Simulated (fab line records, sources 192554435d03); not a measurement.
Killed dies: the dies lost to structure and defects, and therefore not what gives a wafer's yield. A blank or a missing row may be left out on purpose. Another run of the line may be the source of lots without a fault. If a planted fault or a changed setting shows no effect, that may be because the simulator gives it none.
Comparing a struck lot with a sound one ; flow n5_finfet ; 36 out of 1938 route steps
Sound: the wafers L679.2, L679.3, L679.4. Struck: wafers L678.1, L678.2, L678.5. The cause is named last.
At each step with rows: each side's tool, then ch and its chambers, then its first start. Under that, the readings that differ: sound wafers ; struck wafers ; difference of the means ; sigmas: that difference in standard deviations of wafers without a fault.
alike: readings with means less than 2 such deviations apart, plus words and numbers identical on both sides. not compared: withheld readings, readings lacking a value on some wafer, bounds such as >300 that could conceal the same value, and numbers that have no deviation in the record and whose values overlap.
The two part at a step that has a row with sigmas, a row that says differs or no value, or rows on one side only. Non-overlapping numbers with no deviation appear without sigmas and do not part them. A reading that every wafer of one side lacks parts them only if that side has two wafers or more.

first, 9 steps without rows for these wafers: N5_BEOL_M4_ANNEAL_95 (time 240 s); N5_BEOL_M4_SPUTTER_96 (material Cu, target thk 4.5 nm, time 8.29 s); N5_BEOL_M4_ECD_50 (material Cu, target thk 300 nm); N5_BEOL_M4_ANNEAL_51 (time 90 s); N5_BEOL_M4_CMP_52 (polishes, stops on SiOC, t overpolish 6.8 s, target thk 40 nm); N5_BEOL_M4_PRE_CLEAN_60 (time 15 s); N5_BEOL_M4_CO_CAP_55 (material Co, precursor CCTBA/H2, target thk 2 nm, time 102.1 s); N5_BEOL_M4_PRE_CLEAN_56 (time 15 s); N5_BEOL_M4_DEP_57 (deposits SiCN from 3MS/NH3, target thk 8 nm, time 14 s).
N5_BEOL_M4_RC_MEAS_101:
  sound on prober-02 ch 0, day 12 13:05; struck on prober-01 ch 0, day 12 05:53
  alike: DIBL_N, DIBL_P, IOFF_N, IOFF_P, ION_N, ION_P, SS_N, SS_P, VT_N, VT_P
then, 24 steps without rows for these wafers: N5_BEOL_M5_ILD_DEP_00 (deposits SiCOH lowk from DEMS/porogen, target thk 140.64 nm, time 25.9 s); N5_BEOL_M5_CURE_79 (cures SiCOH lowk, time 240 s); N5_BEOL_M5_PECVD_70 (deposits SiO2 from TEOS/O2, target thk 16 nm, time 18 s); N5_BEOL_M5_HM_DEP_02 (deposits TiN, target thk 20 nm); N5_BEOL_M5_COAT_59 (time 60 s, resist thk 60 nm); N5_BEOL_M5_COAT_60 (time 60 s, resist thk 12 nm); N5_BEOL_M5_COAT_71 (time 60 s, resist thk 5 nm); N5_BEOL_M5_COAT_05 (resist thk 30 nm); N5_BEOL_M5_EBR_07; N5_BEOL_M5_SOFTBAKE_06 (time 60 s); N5_BEOL_M5_EXPOSE_08 (exposes mask M5, target cd 28 nm); N5_BEOL_M5_PEB_09 (peb time 60 s); N5_BEOL_M5_DEVELOP_10 (develop time 30 s); N5_BEOL_M5_DESCUM_16 (chemistry O2, time 7 s); N5_BEOL_M5_ETCH_72 (etches underlayer in N2/H2, target depth 6.5 nm, time 5.2 s); N5_BEOL_M5_ETCH_61 (etches SiARC in CF4, target depth 15.6 nm, time 26 s); N5_BEOL_M5_ETCH_62 (etches SOC in N2/H2, target depth 75 nm, overetch 15 nm, time 112.5 s); N5_BEOL_M5_STRIP_63 (strips in N2/H2); N5_BEOL_M5_STRIP_73 (strips in N2/H2); N5_BEOL_M5_STRIP_64 (strips in CF4); N5_BEOL_M5_HM_OPEN_17 (chemistry Cl2/BCl3, target TiN, target depth 20 nm, overetch 6 nm); N5_BEOL_M5_STRIP_19 (strips in O2); N5_BEOL_M5_COAT_65 (time 60 s, resist thk 60 nm); N5_BEOL_M5_COAT_66 (time 60 s, resist thk 12 nm).
N5_BEOL_M7_PECVD_70: deposits SiO2 from TEOS/O2, target thk 20 nm, time 22.7 s.
  sound on pecvd-01 ch 0,1, day 13 13:04; struck on pecvd-01 ch 0,2, day 13 04:50
  no value came back on the struck wafers for any of 6 readings (chamber_pressure_Torr (Torr), heater_power_outer_w (W) and others); on the sound wafers chamber_pressure_Torr (Torr) reads 5.519 5.468 5.478
-- the record jumps here: 4 days lie between the struck wafers' starts before and after (it left off in module BEOL_M7 and takes up again in module PASSIVATION, whose first step shown is number 1936 of the route) --
N5_PASSIVATION_PROBE_49:
  the record has rows for the struck wafers here (prober-02, day 17 06:11) and none for the sound ones

WHERE THEY PART
Earliest at N5_BEOL_M7_PECVD_70; latest, in this record, at N5_PASSIVATION_PROBE_49.

WHY: what the simulator had put in
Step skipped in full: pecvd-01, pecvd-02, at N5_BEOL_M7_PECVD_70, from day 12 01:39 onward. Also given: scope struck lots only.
